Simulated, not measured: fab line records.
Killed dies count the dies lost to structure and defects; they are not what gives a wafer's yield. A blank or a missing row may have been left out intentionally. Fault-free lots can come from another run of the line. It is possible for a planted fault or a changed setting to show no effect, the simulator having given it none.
fab line records	flow n5Finfet
[record] lots = 7	wafers = 21	lastDay = 16
route steps=1938 shown BEOL_M14@1730
lots that met no fault: taken from a fault-free run of the same line
startH: hours from the record's first day to the start of the lot's first wafer shown	waitH: how many hours have passed since the lot's step before this one	" identical to the entry in the row above	L1.1+2: several wafers, shown together as one row	- value missing, or start not given	* or withheld: withheld	< > ~ a bound
route shown NAME@n: names a module that has steps shown in the file, with the first one's number in the route	usual: mean/standard deviation of fault-free wafers	same: alike in all rows	chamber/n: place in a boat	sites: the reading at each site	_std_site: standard deviation across them	_edge_site: inner sites' mean taken away from outer sites' mean	radiusMm: how far each site lies from the wafer's centre	mask NAME#n: copy n	behind: the tool/chamber that last shaped the wafer	hold: why the lot went on hold/how many hours it stayed there/how the hold came to an end	device: which transistor (n, p or np) failed to switch	end of line: at the end of the route, the tests of the same wafers	a step with no rows: only its recipe	killed: the dies lost at the first sort to structure and to defects; this is not the yield of the wafer	map: the dies of a wafer, with x for killed, . for not killed, _ for no die there
set.NAME: setting as actually run; set.NAME@STEP: the setting as run at that earlier step	model.NAME: the simulator's own value behind a step, which no gauge read
lots at selected steps of the route; one table per step, one row per wafer
services: the hour from which a tool's chamber was out of use, counted from the record's first day as startH (under 0 if before that day), plus the number of hours and why
[[steps]]
[step N5_BEOL_M14_ETCH_59]
[recipe] chemistry = N2/H2	target = BARC	targetDepthA = 890	overetchA = 267	timeS = 67.9	ionEnergyEv = 200	pressureMtorr = 30	sourceW = 840	biasW = 150	n2FlowSccm = 200	h2FlowSccm = 200
[usual] drypumpMotorCurrentA = 5.4/0.38	oesProductAu = 0.66/0.072	rfVppV = 523.8/2.9	showerheadPlenumPTorr = 2.54/0.1	throttleValvePct = 17.85/0.23
lot.wafer	tool	chamber	startH	waitH	drypumpMotorCurrentA	oesProductAu	rfHoursCounterH	rfVppV	showerheadPlenumPTorr	throttleValvePct
L356.1	rieDiel-02	1	264.11	0.0	5.0	0.71	64	525.5	2.57	17.55
L356.2	"	3	"	"	5.4	0.73	67	525.4	2.56	17.70
L356.5	"	1	"	"	4.9	0.71	-	525.2	2.57	17.55
L364.3	rieDiel-05	2	294.11	0.0	5.9	0.59	236	523.5	2.62	17.99
L364.4	"	0	"	"	5.0	0.66	113	525.3	2.56	17.56
L364.6	"	1	"	"	5.6	0.61	-	520.0	2.41	18.11
L366.1	rieDiel-04	2	302.17	0.0	4.8	0.71	83	521.0	2.45	17.71
L366.3	"	0	"	"	5.9	0.58	236	520.6	2.41	18.13
L366.5	"	2	"	"	4.8	0.71	-	521.1	2.45	17.70
L368.3	rieDiel-05	0	325.75	0.0	5.0	0.65	126	523.0	2.56	17.56
L368.4	"	1	"	"	5.5	0.61	240	518.9	2.41	18.15
L368.5	"	3	"	"	5.7	0.70	-	526.4	2.69	17.80
L367.3	rieDiel-02	3	328.19	0.0	5.4	0.71	83	525.2	2.55	17.71
L367.5	"	3	"	"	5.4	0.71	-	525.0	2.55	17.73
L367.6	"	1	"	"	5.0	0.67	-	524.4	2.56	17.61
L371.1	rieDiel-04	3	329.74	0.0	5.6	0.58	247	520.4	2.40	17.99
L371.5	"	3	"	"	5.6	0.57	-	520.6	2.40	18.00
L371.6	"	2	"	"	4.8	0.69	-	521.9	2.45	17.71
L373.1	rieDiel-04	0	361.22	0.0	5.9	0.83	2	528.9	2.72	17.61
L373.3	"	1	"	"	5.3	0.78	21	526.5	2.58	17.72
L373.4	"	0	"	"	5.9	0.83	-	529.8	2.72	17.61
[step N5_BEOL_M14_VIA_ETCH_16]
[recipe] chemistry = C4F8/O2/Ar	target = SiO2	heInnerTorr = 15	heOuterTorr = 30	targetDepthA = 12313	timeS = withheld	ionEnergyEv = 800	pressureMtorr = 20	sourceW = 1905	biasW = 2040	Ar_flow_sccm = 400	C4F8_flow_sccm = 16	O2_flow_sccm = 12	ends = cleared
[usual] drypumpMotorCurrentA = 5.4/0.38	heOuterTorr = 30.00/0.061	oesProductAu = 0.69/0.079	rfVppV = 2222/26	showerheadPlenumPTorr = 3.43/0.13	throttleValvePct = 30.81/0.23
lot.wafer	tool	chamber	startH	waitH	drypumpMotorCurrentA	heOuterTorr	oesProductAu	rfVppV	showerheadPlenumPTorr	throttleValvePct
L356.1	rieDiel-02	1	264.16	0.0	5.0	30.04	0.75	2188	3.49	30.72
L356.2	"	3	"	"	5.4	30.01	0.76	2212	3.47	30.74
L356.5	"	1	"	"	5.0	29.92	0.73	2187	3.49	30.71
L364.3	rieDiel-05	2	294.16	0.0	5.9	29.95	0.62	2234	3.53	30.74
L364.4	"	0	"	"	5.0	30.03	0.70	2216	3.43	30.27
L364.6	"	1	"	"	5.5	29.95	0.63	2243	3.29	31.17
L366.1	rieDiel-04	2	302.22	0.0	4.8	30.04	0.74	2246	3.34	30.77
L366.3	"	0	"	"	5.9	30.09	0.60	2198	3.26	31.09
L366.5	"	2	"	"	4.8	30.03	0.74	2247	3.34	30.80
L368.3	rieDiel-05	0	325.80	0.0	5.0	29.93	0.68	2215	3.42	30.27
L368.4	"	1	"	"	5.5	30.03	0.63	2245	3.28	31.17
L368.5	"	3	"	"	5.7	30.09	0.73	2237	3.61	30.82
L367.3	rieDiel-02	3	328.24	0.0	5.4	30.10	0.75	2211	3.46	30.77
L367.5	"	3	"	"	5.4	30.02	0.75	2211	3.46	30.78
L367.6	"	1	"	"	5.0	30.00	0.72	2188	3.48	30.75
L371.1	rieDiel-04	3	329.79	0.0	5.6	29.87	0.61	2263	3.24	30.72
L371.5	"	3	"	"	5.7	29.94	0.61	2263	3.24	30.71
L371.6	"	2	"	"	4.8	30.02	0.73	2247	3.33	30.79
L373.1	rieDiel-04	0	361.27	0.0	5.9	29.98	0.88	2233	3.65	30.60
L373.3	"	1	"	"	5.3	29.94	0.83	2205	3.52	31.08
L373.4	"	0	"	"	5.9	30.00	0.88	2235	3.65	30.59
[step N5_BEOL_M14_STRIP_63]
[recipe] chemistry = O2	powerW = 600	tempC = 60	pressureMtorr = 30	rfFrequencyHz = 6e+07	biasPowerW = 0	overashFraction = 0.3	o2FlowSccm = 225
[usual] drypumpMotorCurrentA = 5.4/0.38	oesProductAu = 0.77/0.091	rfVppV = 3.6/0.76	showerheadPlenumPTorr = 2.08/0.085	throttleValvePct = 16.61/0.16
lot.wafer	tool	chamber	startH	waitH	drypumpMotorCurrentA	oesProductAu	rfHoursCounterH	rfVppV	showerheadPlenumPTorr	throttleValvePct
L356.1	rieDiel-02	1	-	-	5.0	0.83	64	3.9	2.14	16.50
L356.2	"	3	"	"	5.4	0.85	67	5.2	2.12	16.54
L356.5	"	1	"	"	5.0	0.82	-	2.6	2.14	16.51
L364.3	rieDiel-05	2	-	-	5.9	0.67	236	4.1	2.17	16.78
L364.4	"	0	"	"	4.9	0.76	113	4.0	2.11	16.35
L364.6	"	1	"	"	5.5	0.71	-	4.3	1.96	16.72
L366.1	rieDiel-04	2	-	-	4.8	0.82	83	2.8	2.04	16.67
L366.3	"	0	"	"	5.8	0.67	236	4.7	1.96	16.80
L366.5	"	2	"	"	4.8	0.82	-	3.5	2.04	16.65
L368.3	rieDiel-05	0	-	-	4.9	0.76	126	4.2	2.10	16.40
L368.4	"	1	"	"	5.5	0.70	240	3.6	1.96	16.72
L368.5	"	3	"	"	5.7	0.84	-	3.2	2.19	16.50
L367.3	rieDiel-02	3	-	-	5.4	0.85	83	3.4	2.11	16.58
L367.5	"	3	"	"	5.4	0.83	-	4.5	2.11	16.59
L367.6	"	1	"	"	5.0	0.80	-	2.8	2.13	16.55
L371.1	rieDiel-04	3	-	-	5.6	0.67	247	3.8	1.96	16.71
L371.5	"	3	"	"	5.7	0.67	-	3.5	1.96	16.72
L371.6	"	2	"	"	4.8	0.81	-	2.0	2.04	16.70
L373.1	rieDiel-04	0	-	-	5.9	0.98	2	3.9	2.22	16.29
L373.3	"	1	"	"	5.3	0.92	22	3.9	2.13	16.52
L373.4	"	0	"	"	5.9	0.99	-	4.0	2.22	16.32
[step N5_BEOL_M14_STRIP_64]
[recipe] chemistry = O2	powerW = 600	tempC = 60	pressureMtorr = 30	rfFrequencyHz = 6e+07	biasPowerW = 0	overashFraction = 0.3	o2FlowSccm = 225
[usual] drypumpMotorCurrentA = 5.4/0.38	oesProductAu = 0.77/0.09	rfVppV = 3.7/0.5	showerheadPlenumPTorr = 2.08/0.085	throttleValvePct = 16.61/0.16
lot.wafer	tool	chamber	startH	waitH	drypumpMotorCurrentA	oesProductAu	rfHoursCounterH	rfVppV	showerheadPlenumPTorr	throttleValvePct
L356.1	rieDiel-02	1	-	-	5.0	0.82	64	4.4	2.14	16.49
L356.2	"	3	"	"	5.4	0.86	67	3.6	2.12	16.55
L356.5	"	1	"	"	5.0	0.83	-	3.4	2.14	16.49
L364.3	rieDiel-05	2	-	-	5.9	0.68	236	3.9	2.17	16.75
L364.4	"	0	"	"	5.0	0.76	113	3.6	2.11	16.35
L364.6	"	1	"	"	5.5	0.71	-	2.7	1.96	16.72
L366.1	rieDiel-04	2	-	-	4.8	0.82	83	3.9	2.04	16.67
L366.3	"	0	"	"	5.8	0.67	236	4.0	1.96	16.82
L366.5	"	2	"	"	4.8	0.82	-	3.8	2.04	16.67
L368.3	rieDiel-05	0	-	-	4.9	0.76	126	2.6	2.10	16.38
L368.4	"	1	"	"	5.6	0.70	240	4.3	1.96	16.75
L368.5	"	3	"	"	5.7	0.82	-	3.0	2.19	16.47
L367.3	rieDiel-02	3	-	-	5.4	0.84	83	4.0	2.11	16.58
L367.5	"	3	"	"	5.4	0.84	-	3.8	2.11	16.59
L367.6	"	1	"	"	5.0	0.80	-	3.5	2.13	16.54
L371.1	rieDiel-04	3	-	-	5.6	0.67	247	3.5	1.96	16.71
L371.5	"	3	"	"	5.6	0.66	-	3.6	1.96	16.71
L371.6	"	2	"	"	4.8	0.82	-	3.4	2.04	16.66
L373.1	rieDiel-04	0	-	-	5.9	0.98	2	4.1	2.22	16.31
L373.3	"	1	"	"	5.3	0.91	22	3.8	2.13	16.52
L373.4	"	0	"	"	5.9	0.99	-	3.1	2.22	16.30
[step N5_BEOL_M14_STRIP_71]
[recipe] chemistry = postEtchResidueRemover	timeS = 60	tempC = 25	removerPh = withheld	removerWaterWtPct = withheld	removerFluorideWtPct = withheld
[step N5_BEOL_M14_SRD_72]
[recipe] timeS = 30	tempC = 23	rinseLiquid = diw	dry = n2Spin	spinRpm = 1500	dryTimeS = 30
[step N5_BEOL_M14_CD_MEAS_17]
[recipe] targetCdNm = 250	polarity = opening
[usual] cdNm = 251.8/1.7
lot.wafer	tool	chamber	startH	waitH	cdNm
L356.1	cdSem-02	-	264.51	0.0	250.3
L356.2	"	-	"	"	252.3
L356.5	"	-	"	"	252.8
L364.3	cdSem-03	-	294.52	0.0	251.9
L364.4	"	-	"	"	252.6
L364.6	"	-	"	"	251.5
L366.1	cdSem-03	-	302.57	0.0	252.2
L366.3	"	-	"	"	252.3
L366.5	"	-	"	"	252.9
L368.3	cdSem-03	-	326.15	0.0	252.8
L368.4	"	-	"	"	252.7
L368.5	"	-	"	"	253.7
L367.3	cdSem-02	-	328.59	0.0	252.4
L367.5	"	-	"	"	251.8
L367.6	"	-	"	"	253.8
L371.1	cdSem-01	-	330.14	0.0	252.4
L371.5	"	-	"	"	251.0
L371.6	"	-	"	"	253.5
L373.1	cdSem-01	-	361.65	0.0	249.8
L373.3	"	-	"	"	251.1
L373.4	"	-	"	"	251.7
[step N5_BEOL_M14_COAT_65]
[recipe] resist = SOC	tempC = 250	timeS = 60	spinRpm = 1500	resistThkNm = 450
[step N5_BEOL_M14_COAT_66]
[recipe] resist = SiARC	tempC = 220	timeS = 60	spinRpm = 1500	resistThkNm = 110
[step N5_BEOL_M14_COAT_22]
[recipe] spinRpm = 2888	resistThkNm = 300
[step N5_BEOL_M14_EBR_24]
[recipe] solvent = PGMEA	ebrWidthMm = 1.5
[step N5_BEOL_M14_SOFTBAKE_23]
[recipe] tempC = 130	timeS = 60
[step N5_BEOL_M14_EXPOSE_25]
[recipe] maskId = M14	na = 0.8	sourceShape = annular	sigmaInner = 0.5	sigmaOuter = 0.8	polarization = unpolarized	targetCdNm = 280	doseMj = 26.6
[usual] exposureDoseMJCm2 = 26.595/0.026	focusOffsetNm = -0.2/0.57	sigmaInner = 0.5/0
lot.wafer	tool	chamber	startH	waitH	mask	exposureDoseMJCm2	focusOffsetNm	sigmaInner
L356.1	krfScanner-02	0	264.79	-	M14#0	26.595	-0.6	0.5
L356.2	"	0	"	"	M14#0	26.552	-0.6	0.5
L356.5	"	0	"	"	M14#0	26.583	-0.7	0.5
L364.3	krfScanner-01	-	294.68	-	M14#0	-	-	-
L364.4	"	-	"	"	M14#0	-	-	-
L364.6	"	-	"	"	M14#0	-	-	-
L366.1	krfScanner-02	-	302.84	-	M14#0	-	-	-
L366.3	"	-	"	"	M14#0	-	-	-
L366.5	"	-	"	"	M14#0	-	-	-
L368.3	krfScanner-02	0	326.32	-	M14#0	26.595	0.4	0.5
L368.4	"	0	"	"	M14#0	26.592	0.5	0.5
L368.5	"	0	"	"	M14#0	26.555	-0.6	0.5
L367.3	krfScanner-01	-	328.88	-	M14#0	-	-	-
L367.5	"	-	"	"	M14#0	-	-	-
L367.6	"	-	"	"	M14#0	-	-	-
L371.1	krfScanner-01	0	330.42	-	M14#0	26.569	0.3	0.5
L371.5	"	0	"	"	M14#0	26.566	-0.9	0.5
L371.6	"	0	"	"	M14#0	26.580	0.0	0.5
L373.1	krfScanner-02	0	361.93	-	M14#0	26.588	0.1	0.5
L373.3	"	0	"	"	M14#0	26.575	0.0	0.5
L373.4	"	0	"	"	M14#0	26.593	0.3	0.5
[step N5_BEOL_M14_PEB_26]
[recipe] pebTempC = 130	pebTimeS = 90
[[services]]
tool	chamber	startH	hours	kind
krfScanner-01	-	245.40	1.0	pm
krfScanner-01	-	248.59	0.8	pm
rieDiel-05	1	253.43	2.5	repair
krfScanner-01	-	261.91	1.4	repair
rieDiel-02	-	273.16	0.6	repair
rieDiel-05	-	278.82	0.5	repair
rieDiel-05	2	282.21	3.3	repair
krfScanner-02	-	284.84	0.9	repair
rieDiel-04	1	289.29	-	clean
rieDiel-04	1	289.29	-	consumableReplace:focusRing
rieDiel-04	1	289.29	17.8	scheduledDown
rieDiel-04	1	289.29	17.8	ventCycle
rieDiel-02	3	310.74	16.3	repair
krfScanner-01	-	318.72	4.4	pm
rieDiel-04	0	330.12	3.0	repair
krfScanner-02	-	330.99	1.6	repair
krfScanner-01	-	333.66	1.3	pm
rieDiel-05	2	333.81	16.7	repair
krfScanner-02	-	336.99	0.2	repair
krfScanner-02	-	340.35	0.8	pm
rieDiel-04	0	341.05	-	clean
rieDiel-04	3	346.95	4.0	repair
krfScanner-02	-	348.73	1.0	pm
krfScanner-02	-	357.62	1.3	pm
[[key]]
[firstSign] step = N5_BEOL_M14_EXPOSE_25	reading = toolRecord	direction = missing
effect none on later readings
metAt N5_BEOL_M14_EXPOSE_25
struckWafers L364.3,L364.4,L364.6,L366.1,L366.3,L366.5,L367.3,L367.5,L367.6
laterRowsLeftOut L364.3,L364.4,L364.6,L366.1,L366.3,L366.5,L367.3,L367.5,L367.6
sortLeftOut L364.3,L364.4,L364.6,L366.1,L366.3,L366.5,L367.3,L367.5,L367.6
onsetBetween 264.79 294.68
[fault] kind = skippedStepWhole	tool = krfScanner-01,krfScanner-02	chamber = -	onsetH = 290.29	steps = N5_BEOL_M14_EXPOSE_25	scope = struckLotsOnly
// sortLeftOut: the simulated sort isn't trusted on such a fault, so these wafers' sort isn't shown, and their yield isn't known
// laterRowsLeftOut: the simulator's readings of these wafers behind a module that went badly wrong aren't trusted and aren't shown, but for the sort
